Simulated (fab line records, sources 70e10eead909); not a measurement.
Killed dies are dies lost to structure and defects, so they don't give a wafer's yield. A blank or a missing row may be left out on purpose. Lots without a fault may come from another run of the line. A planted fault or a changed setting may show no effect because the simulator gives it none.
fab line records | flow nand_harc
record lots=12 wafers=36 last_day=33
route steps=1302 shown A_CHANNEL_HOLE_D1@465 A_CHANNEL_FILL_D1@494
lots that met no fault: from a run of the same line without faults
start_h: hours from the record's first day to the start of the lot's first wafer shown | wait_h: hours since the lot's step before | " the same as in the row above | L1.1+2: a row that stands for several wafers | - no value, or no start given | * or withheld: withheld | < > ~ a bound
route shown NAME@n: a module of which the file shows steps, and the number in the route of the first | usual: mean/standard deviation of fault-free wafers | same: alike in all rows | chamber/n: place in a boat | sites: the reading at each site | _std_site: their standard deviation | _edge_site: outer sites' mean less inner sites' | radius_mm: how far each site lies from the wafer's centre | mask NAME#n: copy n | behind: the tool/chamber that last shaped the wafer | hold: why the lot was held/for how many hours/how that ended | device: the transistor (n, p or np) that didn't switch | end of line: the same wafers' tests at the end of the route | a step without rows: its recipe alone | killed: dies lost to structure and defects at the first sort, not the wafer's yield | map: a wafer's dies, x killed, . not, _ none there
set.NAME: the setting as run; set.NAME@STEP: as run at that earlier step | model.NAME: the simulator's own value behind a step, which no gauge read
steps of the route over a sample of lots; a table a step, a row a wafer
services: from which hour (start_h, from the record's first day; less than 0 if before it) a tool's chamber was out of use, for how many hours, and why
## steps
# step NHARC_A_CHANNEL_HOLE_D1_DESCUM_15
# recipe time_s=3 o2_flow_sccm=200 ar_flow_sccm=0 bias_power_w=0 chemistry=O2
# usual drypump_motor_current_A=5.66/0.29 oes_product_au=1.001/0.008 rf_vpp_V=58.0/0.93 showerhead_plenum_p_Torr=1.95/0.085 throttle_valve_pct=11.312/0.0099
# same bias_power_w=0
# columns lot.wafer tool chamber start_h wait_h drypump_motor_current_A oes_product_au rf_hours_counter_h rf_vpp_V showerhead_plenum_p_Torr throttle_valve_pct
L277.3 rie_diel-10 2 205.38 0.1 5.54 0.997 9 59.4 2.05 11.305
L277.2 " 3 " " 5.32 0.992 10 58.4 1.85 11.310
L277.1 " 0 " " 5.63 0.993 8 59.6 2.00 11.319
L278.1 rie_diel-10 3 214.96 0.1 5.37 1.018 10 57.6 1.85 11.321
L278.2 " 1 " " 5.69 0.997 10 56.7 1.90 11.318
L278.5 " 3 " " 5.36 1.005 - 58.2 1.85 11.308
L279.4 rie_diel-10 3 216.87 0.1 5.36 1.004 11 57.4 1.85 11.316
L279.3 " 0 " " 5.65 0.991 9 58.8 2.00 11.306
L279.6 " 3 " " 5.34 1.009 - 58.4 1.85 11.311
L280.3 rie_diel-10 0 227.71 0.1 5.65 0.990 10 56.8 2.00 11.312
L280.4 " 1 " " 5.70 1.000 11 58.0 1.90 11.317
L280.1 " 2 " " 5.52 1.009 12 58.2 2.05 11.322
L285.1 rie_diel-02 1 287.57 0.1 5.45 0.991 24 58.7 2.05 11.317
L285.5 " 0 " " 5.92 0.995 - 58.0 1.88 11.310
L285.6 " 1 " " 5.44 0.994 - 57.4 2.05 11.325
L287.4 rie_diel-10 0 296.34 0.1 5.66 1.007 5 57.6 2.00 11.292
L287.3 " 1 " " 5.69 1.013 1 58.1 1.90 11.292
L287.6 " 2 " " 5.55 1.015 - 59.2 2.05 11.317
L293.4 rie_diel-10 3 359.88 0.1 5.35 0.994 11 57.6 1.84 11.305
L293.2 " 1 " " 5.69 1.001 7 56.7 1.90 11.309
L293.5 " 0 " " 5.60 1.000 - 56.2 2.00 11.317
L294.1 rie_diel-10 1 363.99 0.1 5.71 0.988 7 56.7 1.90 11.313
L294.2 " 2 " " 5.57 1.002 12 57.2 2.05 11.321
L294.5 " 2 " " 5.55 0.996 - 58.5 2.05 11.312
L295.3 rie_diel-10 2 382.39 0.1 5.53 1.004 14 58.5 2.05 11.309
L295.1 " 3 " " 5.37 0.995 11 58.0 1.84 11.313
L295.5 " 3 " " 5.36 0.997 - 57.3 1.84 11.327
L296.4 rie_diel-10 2 384.00 0.1 5.55 0.996 - 58.8 2.05 11.316
L296.5 " 3 " " 5.36 0.995 - 57.9 1.84 11.327
L296.6 " 0 " " 5.62 0.999 - 57.2 2.00 11.295
L297.2 rie_diel-10 2 395.90 0.1 5.51 1.005 16 59.0 2.05 11.312
L297.4 " 3 " " 5.34 1.002 13 57.9 1.84 11.318
L297.1 " 0 " " 5.64 0.997 13 58.2 2.00 11.326
L298.3 rie_diel-10 0 411.04 0.1 5.63 0.997 14 58.0 2.00 11.324
L298.1 " 2 " " 5.52 1.005 17 58.4 2.05 11.296
L298.5 " 1 " " 5.70 1.005 - 59.2 1.90 11.310
# step NHARC_A_CHANNEL_HOLE_D1_ETCH_34
# recipe target_depth_a=1540 time_s=77 cf4_flow_sccm=100 chf3_flow_sccm=30 ar_flow_sccm=0 rf_w=500 bias_w=200 chemistry=CF4/CHF3
# usual drypump_motor_current_A=5.66/0.29 oes_product_au=0.941/0.02 rf_vpp_V=371.6/2.2 showerhead_plenum_p_Torr=1.61/0.064 throttle_valve_pct=16.802/0.0097
# columns lot.wafer tool chamber start_h wait_h drypump_motor_current_A oes_product_au rf_hours_counter_h rf_vpp_V showerhead_plenum_p_Torr throttle_valve_pct
L277.2 rie_diel-10 2 - - 5.55 0.935 9 375.2 1.68 16.801
L277.3 " 3 " " 5.34 0.936 10 367.5 1.52 16.803
L277.1 " 0 " " 5.63 0.924 8 373.3 1.64 16.794
L278.2 rie_diel-10 0 - - 5.65 0.936 9 372.9 1.64 16.794
L278.1 " 1 " " 5.68 0.925 10 369.6 1.56 16.797
L278.5 " 0 " " 5.67 0.927 - 373.1 1.64 16.796
L279.4 rie_diel-10 2 - - 5.55 0.931 11 374.4 1.68 16.797
L279.3 " 1 " " 5.69 0.927 10 368.8 1.56 16.809
L279.6 " 3 " " 5.36 0.924 - 369.6 1.52 16.801
L280.1 rie_diel-10 3 - - 5.32 0.932 12 371.6 1.52 16.802
L280.3 " 1 " " 5.69 0.931 11 371.3 1.56 16.808
L280.4 " 2 " " 5.53 0.923 12 373.0 1.68 16.790
L285.1 rie_diel-02 1 - - 5.46 0.932 24 374.4 1.68 16.793
L285.6 " 1 " " 5.47 0.939 - 374.8 1.68 16.804
L285.5 " 2 " " 6.63 0.948 - 371.4 1.63 16.788
L287.4 rie_diel-10 2 - - 5.54 0.974 5 375.1 1.68 16.799
L287.3 " 3 " " 5.35 0.976 5 367.8 1.52 16.807
L287.6 " 3 " " 5.36 0.967 - 368.7 1.52 16.798
L293.4 rie_diel-10 3 - - 5.32 0.929 11 367.5 1.52 16.804
L293.2 " 0 " " 5.63 0.922 10 372.7 1.64 16.817
L293.5 " 1 " " 5.72 0.935 - 369.0 1.56 16.778
L294.1 rie_diel-10 2 364.66 0.3 5.55 0.933 12 372.3 1.68 16.805
L294.2 " 1 " " 5.71 0.933 8 370.2 1.56 16.794
L294.5 " 2 " " 5.57 0.938 - 373.9 1.68 16.782
L295.1 rie_diel-10 3 - - 5.31 0.922 11 368.3 1.52 16.810
L295.3 " 2 " " 5.56 0.925 14 373.7 1.68 16.793
L295.5 " 2 " " 5.55 0.926 - 372.2 1.68 16.810
L296.5 rie_diel-10 2 - - 5.54 0.930 - 373.7 1.68 16.811
L296.6 " 3 " " 5.34 0.918 - 368.9 1.52 16.811
L296.4 " 0 " " 5.62 0.927 - 373.0 1.64 16.802
L297.2 rie_diel-10 1 - - 5.68 0.930 10 370.9 1.56 16.812
L297.1 " 3 " " 5.35 0.927 14 368.9 1.52 16.797
L297.4 " 0 " " 5.68 0.925 13 372.4 1.64 16.802
L298.1 rie_diel-10 0 - - 5.63 0.933 14 372.2 1.64 16.778
L298.3 " 1 " " 5.71 0.920 12 369.1 1.56 16.787
L298.5 " 1 " " 5.69 0.926 - 369.6 1.56 16.831
# step NHARC_A_CHANNEL_FILL_D1_ALD_14
# recipe target_thk_a=25 pulse_time_s=10 ald_cycles=25 temp_c=300 material=SiO2
# usual ald_cycles=25/0 heater_power_w=454/61 precursor_pulse_height_rel=0.999/0.019
# same pulse_time_s=10
# columns lot.wafer tool chamber start_h wait_h ald_cycles heater_power_w precursor_pulse_height_rel
L277.1 ald_hk-02 3 219.50 0.1 25 454 0.977
L277.3 " 0 " " 25 388 0.986
L277.2 " 1 " " 25 436 1.023
L279.4 ald_hk-02 1 233.57 2.1 25 433 0.981
L279.3 " 2 " " 25 504 1.012
L279.6 " 2 " " 25 505 1.001
L278.2 ald_hk-01 3 233.59 2.2 25 364 1.011
L278.1 " 0 " " 25 473 1.034
L278.5 " 2 " " 25 435 1.024
L280.3 ald_hk-04 0 241.84 0.0 25 479 1.017
L280.4 " 1 " " 25 558 0.974
L280.1 " 2 " " 25 444 1.004
L285.1 ald_hk-04 1 302.13 0.1 28 586 0.986
L285.6 " 3 " " 28 504 0.967
L285.5 " 0 " " 28 483 0.992
L287.3 ald_hk-04 1 310.89 0.0 28 592 1.003
L287.4 " 0 " " 28 471 0.995
L287.6 " 1 " " 28 603 1.000
L293.4 ald_hk-04 0 374.11 0.1 25 488 1.026
L293.2 " 1 " " 25 583 0.987
L293.5 " 3 " " 25 491 1.007
L294.1 ald_hk-02 1 378.86 0.0 25 442 0.995
L294.2 " 0 " " 25 389 1.005
L294.5 " 2 " " 25 508 1.021
L295.3 ald_hk-04 3 399.48 0.1 25 494 0.987
L295.1 " 1 " " 25 589 1.010
L295.5 " 3 " " 25 499 1.007
L296.4 ald_hk-01 3 403.15 0.1 25 363 0.996
L296.6 " 2 " " 25 422 0.997
L296.5 " 3 " " 25 371 0.961
L297.4 ald_hk-01 0 409.99 0.0 25 483 1.004
L297.1 " 2 " " 25 416 0.998
L297.2 " 3 " " 25 363 0.986
L298.1 ald_hk-01 1 425.89 0.0 25 417 0.992
L298.3 " 2 " " 25 420 1.016
L298.5 " 2 " " 25 416 0.998
# step NHARC_A_CHANNEL_FILL_D1_ALD_25
# recipe target_thk_a=600 pulse_time_s=10 ald_cycles=600 temp_c=300 material=SiOx
# usual ald_cycles=600/0 heater_power_w=446/53 precursor_pulse_height_rel=0.997/0.018
# same pulse_time_s=10
# columns lot.wafer tool chamber start_h wait_h ald_cycles heater_power_w precursor_pulse_height_rel
L277.3 ald_hk-04 2 250.04 0.1 600 456 1.035
L277.2 " 3 " " 600 465 0.993
L277.1 " 1 251.90 1.9 600 570 1.013
L278.2 ald_hk-01 0 263.43 0.1 600 486 1.024
L278.1 " 2 264.65 1.3 600 413 1.001
L278.5 " 1 266.48 3.1 600 436 0.971
L279.4 ald_hk-02 3 264.43 1.1 600 463 0.980
L279.3 " 0 " " 600 390 1.013
L279.6 " 3 266.89 3.5 600 463 0.992
L280.1 ald_hk-04 1 270.68 0.1 600 598 1.021
L280.4 " 2 " " 600 434 1.011
L280.3 " 0 272.52 1.9 600 472 0.982
L285.1 ald_hk-01 2 336.82 1.3 600 413 0.987
L285.6 " 0 338.04 2.5 600 485 1.013
L285.5 " 1 " " 600 418 0.995
L287.3 ald_hk-02 3 343.71 1.3 600 453 1.003
L287.4 " 0 " " 600 383 0.993
L287.6 " 2 345.57 3.1 600 513 0.978
L293.4 ald_hk-02 1 404.80 0.0 600 438 1.024
L293.2 " 3 406.02 1.3 600 456 0.963
L293.5 " 1 407.24 2.5 600 437 1.007
L294.2 ald_hk-02 1 413.64 1.3 600 432 1.024
L294.1 " 2 " " 600 501 1.025
L294.5 " 3 " " 600 460 0.991
L295.1 ald_hk-01 2 428.66 0.1 600 430 0.992
L295.3 " 3 " " 600 364 0.976
L295.5 " 2 431.09 2.5 600 426 1.011
L296.4 ald_hk-02 3 432.42 0.0 600 457 0.982
L296.6 " 3 434.85 2.5 600 453 0.990
L296.5 " 0 " " 600 388 1.000
L297.4 ald_hk-01 0 444.79 0.1 600 482 0.993
L297.2 " 2 446.03 1.3 600 431 1.007
L297.1 " 3 " " 600 357 0.980
L298.1 ald_hk-04 0 455.46 0.7 600 470 1.006
L298.3 " 2 456.67 1.9 600 440 1.012
L298.5 " 0 457.87 3.1 600 470 1.008
## services
# columns tool chamber start_h hours kind
rie_diel-10 - 194.77 0.6 repair
rie_diel-10 0 197.26 - clean
rie_diel-10 1 197.26 - clean
rie_diel-10 2 197.26 - clean
rie_diel-10 3 197.26 - clean
rie_diel-02 - 216.70 9.0 pm
rie_diel-10 0 221.76 - clean
rie_diel-10 - 242.76 9.0 pm
rie_diel-02 2 272.19 1.5 repair
ald_hk-04 - 296.23 1.0 repair
rie_diel-02 0 304.79 9.6 repair
rie_diel-02 2 306.82 7.8 repair
rie_diel-02 3 337.15 5.8 repair
ald_hk-02 - 349.16 10.0 pm
rie_diel-02 3 353.28 2.9 repair
rie_diel-10 0 361.11 7.6 repair
rie_diel-10 3 361.83 9.2 repair
rie_diel-02 1 371.08 4.7 repair
rie_diel-10 1 377.76 13.8 repair
rie_diel-02 - 393.70 9.0 pm
rie_diel-10 - 419.92 9.0 pm
ald_hk-04 - 432.74 10.0 pm
rie_diel-02 1 440.14 22.0 repair
rie_diel-02 2 446.95 33.0 repair
## key
first_sign step=NHARC_A_CHANNEL_FILL_D1_ALD_14 reading=ald_cycles direction=up sigmas=99+ usual=25 struck=28
effect none on later readings
met_at NHARC_A_CHANNEL_FILL_D1_ALD_14
struck_lots L285,L287
tester_left_out L285,L287
not_acting_at NHARC_A_CHANNEL_HOLE_D1_DESCUM_15,NHARC_A_CHANNEL_HOLE_D1_ETCH_34,NHARC_A_CHANNEL_FILL_D1_ALD_25
onset_between 241.84 302.13
fault kind=process_parameter_drift tool=ald_hk-04 chamber=- onset_h=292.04 steps=NHARC_A_CHANNEL_FILL_D1_ALD_14 channel=ald_cycles offset=3 shape=step end_h=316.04 acts_in=these_recipes_only stated=25
# tester_left_out: of these lots the tester's yield and bins aren't shown, on N5 and GAA mostly nor the transistor test; their killed dies are dies lost to structure and defects alone, not to doping, threshold or leakage, so they don't give the yield
